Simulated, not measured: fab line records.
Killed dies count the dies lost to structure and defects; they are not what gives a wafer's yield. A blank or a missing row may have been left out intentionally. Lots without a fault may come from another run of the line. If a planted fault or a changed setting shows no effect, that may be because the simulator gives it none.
What tool caused it?	flow n5 finfet	21 wafers from 7 lots sampled at 4 of the route's 1938 steps

WHAT THE GAUGES READ, wafer by wafer
N5_BEOL_M4_OCD_MEAS_38.
lot	measured	on	trench depth nm (nm)
L646	day 7 23:53	ocd-01	56.3 54.8 55.9
L647	day 8 11:51	ocd-02	56.0 55.7 54.8
L652	day 9 19:54	ocd-02	56.3 54.6 56.0
L653	day 10 06:49	ocd-01	55.7 56.7 55.2
L663	day 12 09:55	ocd-01	49.4 54.9 56.4
L666	day 12 18:09	ocd-02	55.0 55.3 56.5
L664	day 12 21:11	ocd-01	56.4 49.5 55.2

EACH LOT AND THE TOOL THAT RAN IT (in order: tool; ch and the chambers of the sampled wafers; start)
lot	N5_BEOL_M4_STRIP_66	N5_BEOL_M4_STRIP_36	N5_BEOL_M4_TRENCH_ETCH_37
L646	rie diel-01 ch 1,2,3, day 7 18:02	rie diel-02 ch 0,1,2, day 7 23:42	rie diel-02 ch 0,1,2, day 7 23:44
L647	rie diel-06 ch 0,3, day 8 05:10	rie diel-02 ch 1,2, day 8 11:39	rie diel-02 ch 1,2, day 8 11:41
L652	rie diel-01 ch 0,1,2, day 9 11:22	rie diel-01 ch 1,2,3, day 9 19:43	rie diel-01 ch 1,2,3, day 9 19:45
L653	rie diel-01 ch 0,2, day 9 21:10	rie diel-02 ch 0,1,2, day 10 06:37	rie diel-02 ch 0,1,2, day 10 06:40
L663	rie diel-02 ch 2,3, day 12 04:34	rie diel-02 ch 0,1,2, day 12 09:43	rie diel-02 ch 0,1,2, day 12 09:45
L666	rie diel-01 ch 0,1,3, day 12 15:48	rie diel-01 ch 1,2,3, day 12 17:58	rie diel-01 ch 1,2,3, day 12 18:00
L664	rie diel-06 ch 2,3, day 12 19:05	rie diel-02 ch 0,2,3, day 12 20:59	rie diel-02 ch 0,2,3, day 12 21:01
- N5_BEOL_M4_STRIP_66: strips in CF4.
- N5_BEOL_M4_STRIP_36: strips in N2/H2.
- N5_BEOL_M4_TRENCH_ETCH_37: etches SiOC in C4F6/O2, target depth 55.555 nm, time 29.2 s.

THE ANSWER, worked out from the rows above alone
Rule: the usual values come from the lots themselves. The widest of any qualifying gaps counts: lots, ordered by their means at a reading, are off when they make up no more than a third of the lots, leave a main group of 4 or more, and stand apart from it by 3 or more times the standard deviation of that group's means. A main group is skipped when, at the precision printed for the reading in the tables above, its means are all equal. Also off: a lot with no number at a reading for which 4 or more lots have one. Any other lot the step has rows for is counted as sound.
Off at N5_BEOL_M4_OCD_MEAS_38 (trench depth nm): L663, L664. Mean 55.7 nm and standard deviation 0.12 in the main group.
A tool fits if, at a process step before that reading, it ran every lot that is off, and no sound lot after the first of them. Those tools and the gauges at N5_BEOL_M4_OCD_MEAS_38 are tried in the same way. Undecided on this evidence; 2 tools fit (rie diel-02 at N5_BEOL_M4_STRIP_36 and N5_BEOL_M4_TRENCH_ETCH_37, ocd-01 at N5_BEOL_M4_OCD_MEAS_38).

WHAT THE SIMULATOR HAD INSERTED
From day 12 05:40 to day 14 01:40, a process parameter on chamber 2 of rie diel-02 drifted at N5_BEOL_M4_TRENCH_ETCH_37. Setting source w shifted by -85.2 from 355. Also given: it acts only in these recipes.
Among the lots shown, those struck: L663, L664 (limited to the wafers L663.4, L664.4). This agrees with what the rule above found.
